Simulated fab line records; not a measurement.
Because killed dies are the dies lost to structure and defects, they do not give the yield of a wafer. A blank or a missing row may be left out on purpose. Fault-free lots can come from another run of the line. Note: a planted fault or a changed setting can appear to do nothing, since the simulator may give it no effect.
fab line records	flow n5-finfet
record: lots: 4	wafers: 12	last-day: 17
route steps=1938 shown FIN_CUT@162 BEOL_M4@1111 PASSIVATION@1936
lots untouched by any fault: they come from a run of this same line in which no faults occurred
start-h: the number of hours between the record's first day and the start of the first shown wafer of the lot	wait-h: time in hours since the lot's previous step	" repeats the value in the row above	L1.1+2: one row covering several wafers at once	- value missing, or start not given	* or withheld: withheld	< > ~ a bound
route shown NAME@n: a module of which the file shows steps, and the number in the route of the first	usual: the fault-free wafers' mean and standard deviation	same: alike in all rows	chamber/n: place in a boat	sites: readings site by site	_std_site: how widely they spread, as a standard deviation	_edge_site: outer sites' mean less inner sites'	radius-mm: how far each site lies from the wafer's centre	mask NAME#n: copy n	behind: tool/chamber where the wafer was last shaped	hold: reason for holding the lot/hours on hold/outcome of the hold	device: the n, p or np transistor that did not switch	end of line: tests run on the same wafers once the route is complete	a step with no rows: only its recipe	killed: at the first sort, the dies lost to defects and structure; wafer yield is something else	map: a wafer's dies, x killed, . not, _ none there
set.NAME: the run value of the setting; set.NAME@STEP: its run value at that earlier step	model.NAME: the simulator's own value behind a step, which no gauge read
lots at some steps of the route; a table a step, a row a wafer
services: from which hour (start-h, from the record's first day; less than 0 if before it) a tool's chamber was out of use, for how many hours, and why
== steps ==
step: N5_FIN_CUT_DEVELOP_07
recipe: develop-time-s: 30	developer: TMAH	resist: CAR-EUV	rinse-liquid: surfactant-rinse	dry: air-spin	dev-temp-c: 23
step: N5_FIN_CUT_DESCUM_13
recipe: chemistry: O2	time-s: 7	source-power-w: 50	bias-power-w: 20	pressure-mtorr: 20	rf-frequency-hz: 2.712e+07	temp-c: 40	resist: CAR-EUV	o2-flow-sccm: 225
step: N5_FIN_CUT_ETCH_30
recipe: chemistry: N2/H2	target: underlayer	target-depth-a: 130	mask-material: CAR-EUV	time-s: 10.4	ion-energy-ev: 200	pressure-mtorr: 30	source-w: 840	bias-w: 150	n2-flow-sccm: 200	h2-flow-sccm: 200	ends: cleared
step: N5_FIN_CUT_ETCH_20
recipe: chemistry: CF4	target: SiARC	target-depth-a: 260	mask-material: CAR-EUV	time-s: 43.3	ion-energy-ev: 80	pressure-mtorr: 40	source-w: 545	bias-w: 36	Ar_flow_sccm: 100	cf4-flow-sccm: 100	ends: cleared
step: N5_FIN_CUT_ETCH_21
recipe: chemistry: N2/H2	target: SOC	target-depth-a: 2190	overetch-a: 438	mask-material: SiARC	temp-c: 40	ion-energy-ev: 100	bias-w: 61	time-s: 523.5	pressure-mtorr: 30	source-w: 850	n2-flow-sccm: 200	h2-flow-sccm: 200
step: N5_FIN_CUT_STRIP_23
recipe: chemistry: N2/H2	temp-c: 40	n2-flow-sccm: 200	h2-flow-sccm: 200	rf-frequency-hz: 6e+07
step: N5_FIN_CUT_STRIP_31
recipe: chemistry: N2/H2	temp-c: 40	n2-flow-sccm: 200	h2-flow-sccm: 200	rf-frequency-hz: 6e+07
step: N5_FIN_CUT_STRIP_24
recipe: chemistry: CF4	resist: SiARC	power-w: 300	bias-power-w: 75	pressure-mtorr: 50	cf4-flow-sccm: 150	rf-frequency-hz: 6e+07
step: N5_FIN_CUT_CUT_ETCH_26
recipe: chemistry: CH3F/O2	target: SiNx	target-depth-a: 390	mask-material: SOC	time-s: 55.7	pressure-mtorr: 30	source-w: 395	bias-w: 73	Ar_flow_sccm: 150	CH3F_flow_sccm: 30	O2_flow_sccm: 20	ion-energy-ev: 120
step: N5_FIN_CUT_CUT_ETCH_27
recipe: chemistry: CHF3/O2	target: SiO2	target-depth-a: 40	mask-material: SOC	overetch-a: 20	time-s: 4.9	pressure-mtorr: 30	source-w: 650	bias-w: 170	Ar_flow_sccm: 200	CHF3_flow_sccm: 50	O2_flow_sccm: 5	ion-energy-ev: 200
usual: CHF3_flow_sccm: 50.00/0.14	O2_flow_sccm: 5.000/0.016	drypump-motor-current-A: 5.5/0.49	oes-product-au: 0.60/0.061	rf-vpp-V: 520/9.2	showerhead-plenum-p-Torr: 2.44/0.079	throttle-valve-pct: 18.83/0.13
lot.wafer	tool	chamber	start-h	wait-h	CHF3_flow_sccm	O2_flow_sccm	drypump-motor-current-A	oes-product-au	rf-hours-counter-h	rf-vpp-V	showerhead-plenum-p-Torr	throttle-valve-pct	model.SOC_of_FIN_CUT_COAT_18.thk-nm
L615.1	rie-diel-02	3	58.90	0.0	50.18	5.016	4.9	0.77	2	516	2.37	18.81	206.6
L615.3	"	1	"	"	50.11	4.983	5.6	0.62	119	520	2.53	18.96	206.2
L615.5	"	0	"	"	49.66	5.031	6.5	0.56	-	505	2.48	18.68	207
L626.2	rie-diel-02	2	123.72	0.0	-	-	-	-	-	-	-	-	212.4
L626.5	"	3	"	"	-	-	-	-	-	-	-	-	212.2
L626.6	"	0	"	"	-	-	-	-	-	-	-	-	211.8
L627.3	rie-diel-02	0	129.67	0.0	-	-	-	-	-	-	-	-	212
L627.4	"	1	"	"	-	-	-	-	-	-	-	-	211.2
L627.5	"	0	"	"	-	-	-	-	-	-	-	-	211.2
L633.3	rie-diel-04	3	165.33	0.0	49.99	4.998	5.9	0.56	210	520	2.27	19.07	208
L633.4	"	2	"	"	50.01	4.993	4.8	0.71	19	524	2.57	18.66	206.4
L633.6	"	2	"	"	50.04	4.974	4.7	0.72	-	522	2.57	18.67	206.6
step: N5_FIN_CUT_PRECLEAN_35
recipe: time-s: 13.3	temp-c: 45	pressure-torr: 125	p-hf-torr: 3	p-coreactant-torr: 25	chemistry: vHF
step: N5_FIN_CUT_CUT_ETCH_15
recipe: chemistry: HBr/Cl2/O2	target: Si	target-depth-a: 1000	bt-time-s: 10	mask-material: SOC	time-s: 42.4	ion-energy-ev: *	bias-w: *	pressure-mtorr: 10	icp-w: 800	HBr_flow_sccm: 150	Cl2_flow_sccm: 80	O2_flow_sccm: 12
step: N5_FIN_CUT_CUT_ETCH_28
recipe: chemistry: HBr/Cl2/O2	target: Si	target-depth-a: 60	mask-material: SOC	time-s: 2.4	ion-energy-ev: *	bias-w: *	pressure-mtorr: 10	icp-w: 800	HBr_flow_sccm: 150	Cl2_flow_sccm: 80	O2_flow_sccm: 12
usual: HBr_flow_sccm: 150.1/0.4	O2_flow_sccm: 12.00/0.033	drypump-motor-current-A: 5.83/0.26	oes-product-au: 1.000/0.014	throttle-valve-pct: 37.4/0.35
lot.wafer	tool	chamber	start-h	wait-h	HBr_flow_sccm	O2_flow_sccm	drypump-motor-current-A	oes-product-au	rf-hours-counter-h	throttle-valve-pct	model.SOC_of_FIN_CUT_COAT_18.thk-nm
L615.1	rie-si-02	2	59.10	0.0	149.6	12.04	5.86	0.982	41	37.5	166.2
L615.3	"	0	"	"	149.5	12.04	5.24	0.986	68	37.3	167.4
L615.5	"	3	"	"	149.6	11.96	5.84	0.966	-	36.9	167.4
L626.2	rie-si-06	0	123.93	0.0	149.8	11.96	5.92	1.027	9	38.0	172.8
L626.5	"	3	"	"	150.4	12.00	6.22	0.994	-	37.0	173.6
L626.6	"	0	"	"	149.9	12.02	5.92	1.023	-	38.0	172.6
L627.3	rie-si-01	2	129.87	0.0	150.0	11.97	5.31	0.993	177	37.0	173.4
L627.4	"	3	"	"	150.0	12.03	5.93	0.993	112	37.3	172.2
L627.5	"	1	"	"	150.4	11.97	5.98	1.006	-	37.2	172.8
L633.3	rie-si-02	1	165.54	0.0	149.1	11.97	5.82	1.008	186	37.1	170.4
L633.4	"	3	"	"	149.4	11.99	5.82	0.969	25	36.9	167.4
L633.6	"	0	"	"	150.7	11.99	5.24	0.989	-	37.3	168.6
step: N5_FIN_CUT_STRIP_22
recipe: chemistry: N2/H2	power-w: 500	temp-c: 40	pressure-mtorr: 50	rf-frequency-hz: 6e+07	overash-fraction: 0.3	bias-power-w: 8	h2-frac: 0.5	n2-flow-sccm: 300	h2-flow-sccm: 300
step: N5_BEOL_M4_RC_MEAS_101
usual: DIBL_N: 35.8/1.8	DIBL_P: 35.6/2	IOFF_N: 0.148/0.028	IOFF_P: 0.20/0.034	ION_N: 672/12	ION_P: 462/8.5	SS_N: 71.2/0.65	SS_P: 73.1/0.67	VT_N: 251/3.3	VT_P: -251/3.8
lot.wafer	tool	chamber	start-h	wait-h	DIBL_N[mV/V]	DIBL_P[mV/V]	IOFF_N[nA/um]	IOFF_P[nA/um]	ION_N[uA/um]	ION_P[uA/um]	SS_N[mV/dec]	SS_P[mV/dec]	VT_N[mV]	VT_P[mV]
L615.1	prober-01	0	196.42	0.0	36.1	34.7	0.136	0.18	678	461	71.2	73.2	251	-253
L615.3	"	0	"	"	34.8	33.6	0.117	0.16	663	454	70.6	72.5	252	-255
L615.5	"	0	"	"	36.1	35.3	0.133	0.18	664	457	71.0	73.3	257	-252
L633.3	prober-02	0	311.02	0.3	34.3	34.4	0.142	0.20	690	471	70.7	72.1	253	-250
L633.4	"	0	"	"	37.9	38.2	0.200	0.25	686	472	71.2	73.8	247	-247
L633.6	"	0	"	"	38.1	38.1	0.214	0.26	705	481	71.2	72.8	243	-244
step: N5_PASSIVATION_PROBE_49
usual: defect-limited-yield: 91.3/1.5	killed_at_M0_to_M3: 34/11	killed_at_M4_up: 14/6.1	killed-at-contacts: 12/5.9	killed-at-front-end: 39/11	killed-at-other: 4/3.3	killed-dies: 102/18	killed-on-rim: 13/3.8	killed-open: 67/13	killed-short: 33/7.9	sort_bin_5_function: 5.1/1	sort_bin_6_memory: 3.3/0.7	sort-n-pass: 1077/19	sort-yield-pct: 91.3/1.6
same: gross-dies: 1180	killed-at-back-side: 0	sort_bin_4_leakage[%]: 0	sort_bin_8_speed[%]: 0
lot.wafer	tool	chamber	start-h	wait-h	defect-limited-yield[%]	killed_at_M0_to_M3	killed_at_M4_up	killed-at-contacts	killed-at-front-end	killed-at-other	killed-dies	killed-on-rim	killed-open	killed-short	sort_bin_5_function[%]	sort_bin_6_memory[%]	sort-n-pass	sort-yield-pct[%]
L627.3	prober-01	-	370.14	0.1	0	29	10	11	1125	5	1180	152	49	28	97.5	2.2	0	0
L627.4	prober-01	-	370.19	0.2	0	26	10	3	1140	1	1180	152	49	20	97.3	2.5	0	0
L627.5	prober-01	-	370.24	0.2	0	21	11	21	1120	7	1180	152	59	39	95.9	3.6	0	0
L626.2	prober-02	-	376.34	0.1	0	36	16	15	1112	1	1180	152	81	33	95.6	4.2	0	0
L626.5	prober-02	-	376.49	0.2	0	27	37	7	1104	5	1180	152	80	24	96.7	3.1	0	0
L626.6	prober-02	-	376.54	0.3	0	40	30	10	1094	6	1180	152	95	32	94.6	5.0	0	0
killed by level:class
L627.3 FIN_CUT:area-etch=1100 BEOL_M3:geometric-particle:open=11 MOL_CONTACT_COAG:geometric-particle:open=8 FIN_SAQP:geometric-particle:short=6 BEOL_M2:geometric-particle:open=5 STI_FIN_REVEAL:geometric-particle:open=4 BEOL_M0_SAQP:geometric-particle:open=4 DUMMY_GATE:geometric-particle:open=3
L627.4 FIN_CUT:area-etch=1110 BEOL_M1:geometric-particle:open=12 FIN_SAQP:geometric-particle:short=10 FIN_SAQP:geometric-particle:open=6 BEOL_M0:geometric-particle:open=6 DUMMY_GATE:geometric-particle:open=4 STI_FIN_REVEAL:geometric-particle:open=3 STARTING-WAFER:geometric-particle:open=3
L627.5 FIN_CUT:area-etch=1080 FIN_SAQP:geometric-particle:short=19 MOL_CONTACT_COAG:geometric-particle:open=18 BEOL_M0_SAQP:geometric-particle:open=8 BEOL_M0_SAQP:geometric-particle:short=7 MOL_CONTACT_COAG:geometric-particle:short=3 STI_FIN_REVEAL:geometric-particle:open=3 BEOL_M2:geometric-particle:open=3
L626.2 FIN_CUT:area-etch=1064 BEOL_M2:geometric-particle:open=16 STI_FIN_REVEAL:geometric-particle:open=14 FIN_SAQP:geometric-particle:open=10 MOL_CONTACT_COAG:geometric-particle:open=9 BEOL_M0_SAQP:geometric-particle:open=8 DUMMY_GATE:geometric-particle:open=7 MOL_CONTACT_COAG:geometric-particle:short=6
L626.5 FIN_CUT:area-etch=1073 BEOL_M4:geometric-particle:open=20 BEOL_M2:geometric-particle:open=10 FIN_SAQP:geometric-particle:open=7 STI_FIN_REVEAL:geometric-particle:open=7 DUMMY_GATE:geometric-particle:open=5 MOL_CONTACT_COAG:geometric-particle:open=5 BEOL_M3:geometric-particle:open=5
L626.6 FIN_CUT:area-etch=1050 BEOL_M4:geometric-particle:open=16 STI_FIN_REVEAL:geometric-particle:open=14 BEOL_M2:geometric-particle:open=14 MOL_CONTACT_COAG:geometric-particle:open=10 FIN_SAQP:geometric-particle:short=6 BEOL_M0_SAQP:geometric-particle:short=6 ILD0:geometric-particle:open=6
map L626.2 (x killed, . not)
_________________xxxxxxxxxxxx________________
______________xxxxxxxxxxxxxxxxxx_____________
___________xxxxxxxxxxxxxxxxxxxxxxxx__________
__________xxxxxxxxxxxxxxxxxxxxxxxxxx_________
________xxxxxxxxxxxxxxxxxxxxxxxxxxxxxx_______
_______xxxxxxxxxxxxxxxxxxxxxxxxxxxxxxxx______
______xxxxxxxxxxxxxxxxxxxxxxxxxxxxxxxxxx_____
_____xxxxxxxxxxxxxxxxxxxxxxxxxxxxxxxxxxxx____
____xxxxxxxxxxxxxxxxxxxxxxxxxxxxxxxxxxxxxx___
___xxxxxxxxxxxxxxxxxxxxxxxxxxxxxxxxxxxxxxxx__
___xxxxxxxxxxxxxxxxxxxxxxxxxxxxxxxxxxxxxxxx__
__xxxxxxxxxxxxxxxxxxxxxxxxxxxxxxxxxxxxxxxxxx_
__xxxxxxxxxxxxxxxxxxxxxxxxxxxxxxxxxxxxxxxxxx_
_xxxxxxxxxxxxxxxxxxxxxxxxxxxxxxxxxxxxxxxxxxxx
_xxxxxxxxxxxxxxxxxxxxxxxxxxxxxxxxxxxxxxxxxxxx
_xxxxxxxxxxxxxxxxxxxxxxxxxxxxxxxxxxxxxxxxxxxx
_xxxxxxxxxxxxxxxxxxxxxxxxxxxxxxxxxxxxxxxxxxxx
_xxxxxxxxxxxxxxxxxxxxxxxxxxxxxxxxxxxxxxxxxxxx
_xxxxxxxxxxxxxxxxxxxxxxxxxxxxxxxxxxxxxxxxxxxx
_xxxxxxxxxxxxxxxxxxxxxxxxxxxxxxxxxxxxxxxxxxxx
_xxxxxxxxxxxxxxxxxxxxxxxxxxxxxxxxxxxxxxxxxxxx
__xxxxxxxxxxxxxxxxxxxxxxxxxxxxxxxxxxxxxxxxxx_
__xxxxxxxxxxxxxxxxxxxxxxxxxxxxxxxxxxxxxxxxxx_
___xxxxxxxxxxxxxxxxxxxxxxxxxxxxxxxxxxxxxxxx__
___xxxxxxxxxxxxxxxxxxxxxxxxxxxxxxxxxxxxxxxx__
____xxxxxxxxxxxxxxxxxxxxxxxxxxxxxxxxxxxxxx___
_____xxxxxxxxxxxxxxxxxxxxxxxxxxxxxxxxxxxx____
______xxxxxxxxxxxxxxxxxxxxxxxxxxxxxxxxxx_____
_______xxxxxxxxxxxxxxxxxxxxxxxxxxxxxxxx______
________xxxxxxxxxxxxxxxxxxxxxxxxxxxxxx_______
__________xxxxxxxxxxxxxxxxxxxxxxxxxx_________
___________xxxxxxxxxxxxxxxxxxxxxxxx__________
______________xxxxxxxxxxxxxxxxxx_____________
_________________xxxxxxxxxxxx________________
map L627.3 (x killed, . not)
_________________xxxxxxxxxxxx________________
______________xxxxxxxxxxxxxxxxxx_____________
___________xxxxxxxxxxxxxxxxxxxxxxxx__________
__________xxxxxxxxxxxxxxxxxxxxxxxxxx_________
________xxxxxxxxxxxxxxxxxxxxxxxxxxxxxx_______
_______xxxxxxxxxxxxxxxxxxxxxxxxxxxxxxxx______
______xxxxxxxxxxxxxxxxxxxxxxxxxxxxxxxxxx_____
_____xxxxxxxxxxxxxxxxxxxxxxxxxxxxxxxxxxxx____
____xxxxxxxxxxxxxxxxxxxxxxxxxxxxxxxxxxxxxx___
___xxxxxxxxxxxxxxxxxxxxxxxxxxxxxxxxxxxxxxxx__
___xxxxxxxxxxxxxxxxxxxxxxxxxxxxxxxxxxxxxxxx__
__xxxxxxxxxxxxxxxxxxxxxxxxxxxxxxxxxxxxxxxxxx_
__xxxxxxxxxxxxxxxxxxxxxxxxxxxxxxxxxxxxxxxxxx_
_xxxxxxxxxxxxxxxxxxxxxxxxxxxxxxxxxxxxxxxxxxxx
_xxxxxxxxxxxxxxxxxxxxxxxxxxxxxxxxxxxxxxxxxxxx
_xxxxxxxxxxxxxxxxxxxxxxxxxxxxxxxxxxxxxxxxxxxx
_xxxxxxxxxxxxxxxxxxxxxxxxxxxxxxxxxxxxxxxxxxxx
_xxxxxxxxxxxxxxxxxxxxxxxxxxxxxxxxxxxxxxxxxxxx
_xxxxxxxxxxxxxxxxxxxxxxxxxxxxxxxxxxxxxxxxxxxx
_xxxxxxxxxxxxxxxxxxxxxxxxxxxxxxxxxxxxxxxxxxxx
_xxxxxxxxxxxxxxxxxxxxxxxxxxxxxxxxxxxxxxxxxxxx
__xxxxxxxxxxxxxxxxxxxxxxxxxxxxxxxxxxxxxxxxxx_
__xxxxxxxxxxxxxxxxxxxxxxxxxxxxxxxxxxxxxxxxxx_
___xxxxxxxxxxxxxxxxxxxxxxxxxxxxxxxxxxxxxxxx__
___xxxxxxxxxxxxxxxxxxxxxxxxxxxxxxxxxxxxxxxx__
____xxxxxxxxxxxxxxxxxxxxxxxxxxxxxxxxxxxxxx___
_____xxxxxxxxxxxxxxxxxxxxxxxxxxxxxxxxxxxx____
______xxxxxxxxxxxxxxxxxxxxxxxxxxxxxxxxxx_____
_______xxxxxxxxxxxxxxxxxxxxxxxxxxxxxxxx______
________xxxxxxxxxxxxxxxxxxxxxxxxxxxxxx_______
__________xxxxxxxxxxxxxxxxxxxxxxxxxx_________
___________xxxxxxxxxxxxxxxxxxxxxxxx__________
______________xxxxxxxxxxxxxxxxxx_____________
_________________xxxxxxxxxxxx________________
== services ==
tool	chamber	start-h	hours	kind
rie-diel-02	3	35.77	-	clean
rie-diel-02	3	35.77	-	consumable-replace:focus-ring
rie-diel-02	3	35.77	19.6	scheduled-down
rie-diel-02	3	35.77	19.6	vent-cycle
rie-si-06	3	41.44	53.8	repair
rie-diel-04	-	44.68	15.6	pm
rie-diel-02	2	57.22	10.9	repair
rie-si-01	1	59.49	1.5	repair
rie-diel-02	-	84.23	0.9	repair
rie-diel-04	2	86.26	-	clean
rie-diel-04	2	86.26	-	consumable-replace:focus-ring
rie-diel-04	2	86.26	-	consumable-replace:showerhead
rie-diel-04	2	86.26	30.1	scheduled-down
rie-diel-04	2	86.26	30.1	vent-cycle
rie-diel-02	2	87.37	1.3	repair
rie-diel-02	1	89.59	5.3	repair
rie-diel-02	2	94.72	4.8	repair
rie-diel-04	0	116.36	-	clean
rie-diel-04	0	116.36	-	consumable-replace:focus-ring
rie-diel-04	0	116.36	15.9	scheduled-down
rie-diel-04	0	116.36	15.9	vent-cycle
== key ==
first-sign: step: N5_FIN_CUT_CUT_ETCH_27	reading: tool-record	direction: missing
effect: step: N5_PASSIVATION_PROBE_49	reading: killed-at-front-end	direction: up	sigmas: 99+	usual: 39	struck: 1116
model-effect: step: N5_FIN_CUT_CUT_ETCH_27	value: SOC_of_FIN_CUT_COAT_18.thk-nm	without: 208	struck: 211.8
model-effect: step: N5_FIN_CUT_CUT_ETCH_28	value: SOC_of_FIN_CUT_COAT_18.thk-nm	without: 169.1	struck: 172.9
more-kills-born-at: N5_FIN_CUT_CUT_ETCH_27@rie-diel-02: 6475
met-at N5_FIN_CUT_CUT_ETCH_27
struck-wafers L626.2,L626.5,L626.6,L627.3,L627.4,L627.5
later-rows-left-out L626.2,L626.5,L626.6,L627.3,L627.4,L627.5
onset-between 58.90 123.72
fault: kind: skipped-step-whole	tool: rie-diel-02	chamber: -	onset-h: 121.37	steps: N5_FIN_CUT_CUT_ETCH_27	scope: struck-lots-only
later-rows-left-out: the simulator's readings of these wafers behind a module that went badly wrong aren't trusted and aren't shown, but for the sort
